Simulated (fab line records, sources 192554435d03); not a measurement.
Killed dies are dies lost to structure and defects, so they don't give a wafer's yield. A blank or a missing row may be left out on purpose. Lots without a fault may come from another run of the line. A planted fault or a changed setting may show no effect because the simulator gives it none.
Problem report in the 8D (eight disciplines) form, filled by code | flow n5_finfet | the parts of the form that need people (team, actions taken, sign-off) are left out

1. THE PROBLEM
oes_product_au at N5_FIN_SAQP_MANDREL_ETCH_22 reads a mean of 0.651 a.u. on 9 wafers of 3 lots; wafers without a fault read 0.765 a.u. with a standard deviation of 0.014. That is -8.1 standard deviations from the usual mean.
The step: etches a-Si in HBr/Cl2, stops on SiNx, target depth 60 nm, bt time 10 s, time 30 s.
First seen on wafer L802.1, day 4 04:39, on rie_si-02. The record holds 27 wafers of 9 lots with a number at this step. Rule for "out", or "out of limits": more than 4 standard deviations from the usual mean. The other wafers with a number count as sound.

2. WHAT IT IS AND WHAT IT IS NOT
question                    | is                     | is not
which readings at this step | oes_product_au         | drypump_motor_current_A, he_backside_leak_sccm
which lots                  | L802, L803, L804       | L799, L801, L812, L813, L815, L816
which wafers of those lots  | all that have a number | -
read on which tools         | rie_si-02              | rie_si-01
when                        | from day 4 04:39       | up to then (6 sound wafers); but 12 sound wafers of L812, L813, L815, L816 came after

3. SUSPECTS, AND WHAT RULES EACH OUT
Counting: a tool at a process step up to the reading stays a suspect if it ran every lot that is out and no sound lot after the first of them.
- pecvd-03 at N5_FIN_SAQP_PECVD_47 (deposits a-Si from SiH4/He, target thk 45 nm, time 36.3 s): kept. It ran every lot that is out, first L802 (day 4 03:37), and no sound lot after that; its last sound lot up to then is L801 (day 3 21:02).
- rie_si-02 at N5_FIN_SAQP_MANDREL_ETCH_22 (etches a-Si in HBr/Cl2, stops on SiNx, target depth 60 nm, bt time 10 s, time 30 s): kept. It ran every lot that is out, first L802 (day 4 04:39), and no sound lot after that; its last sound lot up to then is L801 (day 3 22:05). Its own readings are out on those wafers: oes_product_au.
Left after counting: pecvd-03 at N5_FIN_SAQP_PECVD_47, rie_si-02 at N5_FIN_SAQP_MANDREL_ETCH_22.

4. THE CAUSE (what the simulator had put in)
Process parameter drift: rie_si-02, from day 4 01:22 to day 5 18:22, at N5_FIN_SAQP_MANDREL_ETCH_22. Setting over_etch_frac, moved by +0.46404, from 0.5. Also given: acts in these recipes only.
Counting left 2 suspects, and this tool is among them.

5. THE CHAIN OF EFFECTS, in route order
Each row: a reading whose mean over the struck wafers that have a number lies more than 3 standard deviations from the usual. Only readings for which the record gives a usual standard deviation are gone through. hours: the time from each lot's start at the first step in this table that gives one to its start at this step, as a median over the lots. sigmas: the change in usual standard deviations.
hours | step                        | reading           | usual      | on struck wafers | change | sigmas
0     | N5_FIN_SAQP_MANDREL_ETCH_22 | oes_product_au    | 0.765 a.u. | 0.651            | -0.114 | -8.1
2     | N5_FIN_SAQP_ETCH_57         | etch_rf_on_time_s | 46.7 s     | 39.5             | -7.2   | -7.2
The process steps in it:
- N5_FIN_SAQP_MANDREL_ETCH_22: etches a-Si in HBr/Cl2, stops on SiNx, target depth 60 nm, bt time 10 s, time 30 s.
- N5_FIN_SAQP_ETCH_57: etches SiNx in CH3F/O2, target depth 32.5 nm, time 46.4 s.
Later measuring or inspecting steps at which every struck wafer that the step has a row for has a number for every such reading, and none has moved that far: N5_BEOL_M4_RC_MEAS_101.

6. WHAT WOULD HAVE CAUGHT IT SOONER
In this record the first reading out of limits was taken at day 4 04:39, 3 hours after the fault began at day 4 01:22.
